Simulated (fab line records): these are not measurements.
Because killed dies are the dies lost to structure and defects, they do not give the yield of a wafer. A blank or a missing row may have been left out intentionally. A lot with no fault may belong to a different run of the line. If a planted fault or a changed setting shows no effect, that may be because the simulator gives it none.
Comparing a struck lot with a sound one ; flow nand-harc ; 39 steps out of a route of 1302
Sound: the wafers L156.4, L156.5, L156.6. The struck wafers were L154.1, L154.2, L154.6. At the end, the cause is stated.
Per side, at each step with rows, come the tool, then ch with its chambers, and then its first start. Under that, the readings that differ: sound wafers ; struck wafers ; difference of the means ; sigmas: that difference in standard deviations of wafers without a fault.
alike: words and numbers the same on both sides, and readings whose means are apart by under 2 such deviations; not compared: readings that were withheld, readings missing a value for some wafer, numbers with overlapping values and no deviation given by the record, and bounds like >300 which may hide the same value.
The two part at a step that has a row with sigmas, a row that says differs or no value, or rows on one side only. Numbers that don't overlap but have no deviation are shown without sigmas and don't part them. A reading that every wafer of one side lacks parts them only if that side has two wafers or more.

first, 10 steps without rows for these wafers: NHARC_A_CHANNEL_HOLE_D1_DEP_00 (deposits aC, target thk 3100 nm); NHARC_A_CHANNEL_HOLE_D1_DEP_01 (deposits SiON, target thk 140 nm); NHARC_A_CHANNEL_HOLE_D1_DEHYDRATE_02 (time 120 s); NHARC_A_CHANNEL_HOLE_D1_HMDS_03 (time 30 s); NHARC_A_CHANNEL_HOLE_D1_COAT_36 (time 75 s); NHARC_A_CHANNEL_HOLE_D1_COAT_37 (time 65 s); NHARC_A_CHANNEL_HOLE_D1_COAT_04 (resist thk 90 nm); NHARC_A_CHANNEL_HOLE_D1_SOFTBAKE_05 (time 55 s); NHARC_A_CHANNEL_HOLE_D1_EBR_06; NHARC_A_CHANNEL_HOLE_D1_EXPOSE_07 (exposes mask HOLE D1, target cd 100 nm).
NHARC_A_CHANNEL_HOLE_D1_PEB_08: peb time 65 s.
  sound on litho-track-04 ch 0, day 17 22:37; struck on litho-track-06 ch 0, day 16 22:32
reading;sound;struck;difference;sigmas
heater-power-total-W (W);157.0 156.1 156.8;164.7 165.3 165.6;+8.6;+21
plate-temp-C (C);100.22 100.17 100.07;104.04 103.95 104.21;+3.91;+33
then, 1 step without rows for these wafers: NHARC_A_CHANNEL_HOLE_D1_DEVELOP_09 (develop time 35 s).
NHARC_A_CHANNEL_HOLE_D1_CD_MEAS_10 targets a cd of 100 nm.
  sound on cd-sem-02 ch 0, day 17 22:42; struck on cd-sem-03 ch 0, day 16 22:36
reading;sound;struck;difference;sigmas
cd-nm (nm);101.2 100.6 100.9;108.9 108.2 108.6;+7.7;+16
NHARC_A_CHANNEL_HOLE_D1_DESCUM_15: chemistry O2, time 3 s.
  sound on rie-diel-07 ch 0,3, day 17 22:53; struck on rie-diel-09 ch 1,2,3, day 16 22:48
reading;sound;struck;difference;sigmas
model.A_CHANNEL_HOLE_D1.cd-nm (nm);102 101.4 100.9;109 108.6 108.6;+7;
  alike: chamber-pressure-mTorr, drypump-motor-current-A, mfc-ar-sccm, oes-product-au, rf-vpp-V, showerhead-plenum-p-Torr, throttle-valve-pct
  not compared: rf-hours-counter-h
then, 4 steps without rows for these wafers: NHARC_A_CHANNEL_HOLE_D1_ETCH_38 (etches the open film in CF4, target depth 39 nm, time 65 s); NHARC_A_CHANNEL_HOLE_D1_ETCH_39 (etches the open film in N2/H2, target depth 260 nm, time 325 s); NHARC_A_CHANNEL_HOLE_D1_ETCH_34 (etches the open film in CF4/CHF3, target depth 154 nm, time 77 s); NHARC_A_CHANNEL_HOLE_D1_ETCH_16 (etches the open film in O2/COS, target depth 3100 nm, time 806 s).
NHARC_A_CHANNEL_HOLE_D1_CD_MEAS_18:
  sound on cd-sem-01 at day 17 23:59; struck on cd-sem-02 at day 17 00:27
reading;sound;struck;difference;sigmas
cd-nm (nm);102.8 101.6 100.4;105.4 109.1 109.7;+6.5;+3
then, 12 steps without rows for these wafers: NHARC_A_CHANNEL_HOLE_D1_ETCH_19 (etches the open film in C4F8/O2/Ar, time 34.5 s); NHARC_A_CHANNEL_HOLE_D1_ETCH_20 (etches the open film in C4F8/O2/Ar, time 361.9 s, target depth 1600 nm); NHARC_A_CHANNEL_HOLE_D1_ETCH_21 (etches the open film in C4F8/O2/Ar, time 514.3 s, target depth 1600 nm); NHARC_A_CHANNEL_HOLE_D1_ETCH_22 (etches the open film in C4F8/O2/Ar, time 666.7 s, target depth 1600 nm); NHARC_A_CHANNEL_HOLE_D1_ETCH_23 (etches the open film in C4F8/O2/Ar, time 819 s, target depth 1600 nm); NHARC_A_CHANNEL_HOLE_D1_ETCH_24 (etches the open film in C4F8/O2/Ar, time 906.2 s, target depth 1500 nm); NHARC_A_CHANNEL_HOLE_D1_ETCH_25 (etches the open film in C4F8/O2/Ar, time 1040.2 s, target depth 1500 nm); NHARC_A_CHANNEL_HOLE_D1_ETCH_26 (etches the open film in C4F8/O2/Ar, time 224.1 s, target depth 300 nm); NHARC_A_CHANNEL_HOLE_D1_ETCH_33 (etches the open film in C4F8/O2/Ar, time 90 s, target depth 400 nm); NHARC_A_CHANNEL_HOLE_D1_STRIP_41 (strips in N2/H2); NHARC_A_CHANNEL_HOLE_D1_STRIP_42 (strips in CF4/CHF3); NHARC_A_CHANNEL_HOLE_D1_STRIP_43 (strips in O2/COS).
NHARC_A_CHANNEL_HOLE_D1_ETCH_44: etches the open film in CF4/O2, target depth 140 nm, overetch 14 nm, time 77 s.
  sound on rie-diel-07 ch 0,1,2, day 18 04:50; struck on rie-diel-07 ch 0,1,2, day 17 07:58
reading;sound;struck;difference;sigmas
model.A_CHANNEL_HOLE_D1.cd-nm (nm);90.69 91.31 91.03;98.15 97.63 98.39;+7.05;
  alike: chamber-pressure-mTorr, drypump-motor-current-A, mfc-ar-sccm, oes_f_703_au, oes-product-au, rf-fwd-power-W, rf-vpp-V, showerhead-plenum-p-Torr, throttle-valve-pct
  not compared: rf-hours-counter-h
then, 3 steps without rows for these wafers: NHARC_A_CHANNEL_HOLE_D1_STRIP_27 (strips in O2); NHARC_A_CHANNEL_HOLE_D1_PRECLEAN_28 (cleans in SC1); NHARC_A_CHANNEL_HOLE_D1_SRD_29.
NHARC_A_CHANNEL_HOLE_D1_CD_MEAS_30:
  sound on cd-sem-02 at day 18 05:45; struck on cd-sem-01 at day 17 08:46
reading;sound;struck;difference;sigmas
cd-nm (nm);91.2 92.0 91.3;98.8 97.2 98.8;+6.8;+6
NHARC_A_CHANNEL_HOLE_D1_XSEM_31:
  sound on xsem-02 ch 0, day 18 05:50; struck on xsem-02 ch 0, day 17 08:52
reading;sound;struck;difference;sigmas
bot-cd-nm (nm);76.6 77.4 76.8;83.2 82.3 83.6;+6.1;+5
  alike: bow-nm, tilt-deg
-- the record jumps here: 15 days lie between the struck wafers' starts before and after (it left off in module A_CHANNEL_HOLE_D1 and takes up again in module END, whose first step shown is number 1301 of the route) --
NHARC_END_WLT_00:
  sound on prober-02 at day 33 17:23; struck on prober-01 at day 32 14:50
reading;sound;struck;difference;sigmas
VT_DECK2_TOP;0.905 0.901 0.902;0.888 0.885 0.891;-0.015;-2
VT_DECK2_TOP_INNER;0.909 0.893 0.899;0.883 0.887 0.888;-0.014;-2
  alike: VT_DECK1_BOTTOM, VT_DECK1_BOTTOM_INNER, VT_DECK1_MEDIAN_NEAR_BOTTOM, VT_DECK1_MEDIAN_NEAR_BOTTOM_INNER, VT_DECK1_MIDDLE, VT_DECK1_MIDDLE_INNER, VT_DECK1_TOP, VT_DECK1_TOP_INNER, VT_DECK2_BOTTOM, VT_DECK2_BOTTOM_INNER, VT_DECK2_MEDIAN_NEAR_BOTTOM, VT_DECK2_MEDIAN_NEAR_BOTTOM_INNER, VT_DECK2_MIDDLE, VT_DECK2_MIDDLE_INNER
NHARC_END_SORT_01:
  at this point the record logs the struck wafers (prober-01 ch 0, day 32 17:49) and has no rows for the sound ones

WHERE THEY PART
Earliest at NHARC_A_CHANNEL_HOLE_D1_PEB_08; latest, in this record, at NHARC_END_SORT_01.

WHY: what had been put in by the simulator
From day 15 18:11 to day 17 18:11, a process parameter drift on litho-track-06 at NHARC_A_CHANNEL_HOLE_D1_PEB_08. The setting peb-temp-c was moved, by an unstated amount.
